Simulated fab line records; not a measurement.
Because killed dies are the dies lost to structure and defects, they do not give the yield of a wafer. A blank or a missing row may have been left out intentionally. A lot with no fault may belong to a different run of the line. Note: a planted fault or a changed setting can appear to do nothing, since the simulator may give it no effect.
The same fault as seen by 2 desks -- flow nand harc -- each desk holds nothing but its own numbers, with what lay behind them at the end

== AT THE TOOL OWNER'S DESK: litho track-07 ==
The tool's own readings at NHARC_P_STI_PEB_07 (peb time 80 s): means of the sampled wafers that have a number, for each lot that ran on this tool. The brackets show how far a lot's mean lies from the usual mean; more than 4 standard deviations puts the lot out of limits, marked OUT.
Columns: A = heater power total W at NHARC_P_STI_PEB_07, usual 189.9 W; B = plate temp C at NHARC_P_STI_PEB_07, usual 127.97 C
lot,first seen here,A,B
L177,day 3 07:21,190.2,127.96
L178,day 3 17:50,189.4,128.10
L186,day 7 00:46,189.5,127.89
L193,day 9 20:17,170.3 (-27) OUT,117.79 (-73) OUT
L194,day 10 09:05,169.9 (-28) OUT,117.68 (-74) OUT
Finding of this desk: L193, L194 out of limits; the first was L193 at day 9 20:17, on heater power total W at NHARC_P_STI_PEB_07. L177, L178, L186: within limits.

== METROLOGY DESK ==
Means of the sampled wafers that have a number, per lot and without regard to the tool the lot ran on: this is what the gauges read. The brackets show how far a lot's mean lies from the usual mean; more than 4 standard deviations puts the lot out of limits, marked OUT.
Columns: A = cd nm at NHARC_P_ZERO_WELL_CD_MEAS_11, usual 500.1 nm; B = cd nm at NHARC_P_STI_CD_MEAS_09, usual 199.7 nm
lot,first seen here,A,B
L176,day 1 21:08,501.2,198.0
L177,day 2 07:07,499.5,198.5
L178,day 2 17:14,499.6,203.0
L180,day 3 13:07,500.5,201.1
L182,day 4 09:14,501.1,198.4
L183,day 4 19:07,499.9,197.3
L184,day 5 05:14,499.1,199.8
L185,day 5 15:07,500.3,199.7
L186,day 6 01:15,499.6,201.9
L193,day 8 23:19,499.2,71.3 (-64) OUT
L194,day 9 09:15,497.9,72.0 (-64) OUT
L197,day 10 15:15,498.6,198.1
L198,day 11 01:17,499.7,198.3
L199,day 11 11:11,500.1,199.3
Finding of this desk: L193, L194 out of limits; the first was L193 at day 9 20:23, on cd nm at NHARC_P_STI_CD_MEAS_09. L176, L177, L178, L180, L182, L183, L184, L185, L186, L197, L198, L199: within limits.

== TAKEN TOGETHER ==
The tool owner's desk could have raised an alarm at day 9 20:17, on L193, L194.
An alarm was possible from the metrology desk at day 9 20:23, on L193, L194.
Every lot named ran NHARC_P_STI_PEB_07 on litho track-07.

== WHAT THE SIMULATOR HAD INSERTED ==
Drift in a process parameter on litho track-07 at NHARC_P_STI_PEB_07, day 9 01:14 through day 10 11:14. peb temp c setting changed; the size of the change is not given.
Shown lots that were struck: L193, L194.
Delay (hours) between the fault's onset and each desk's first out-of-limits reading: 19 at the tool owner's desk, 19 at the metrology desk.
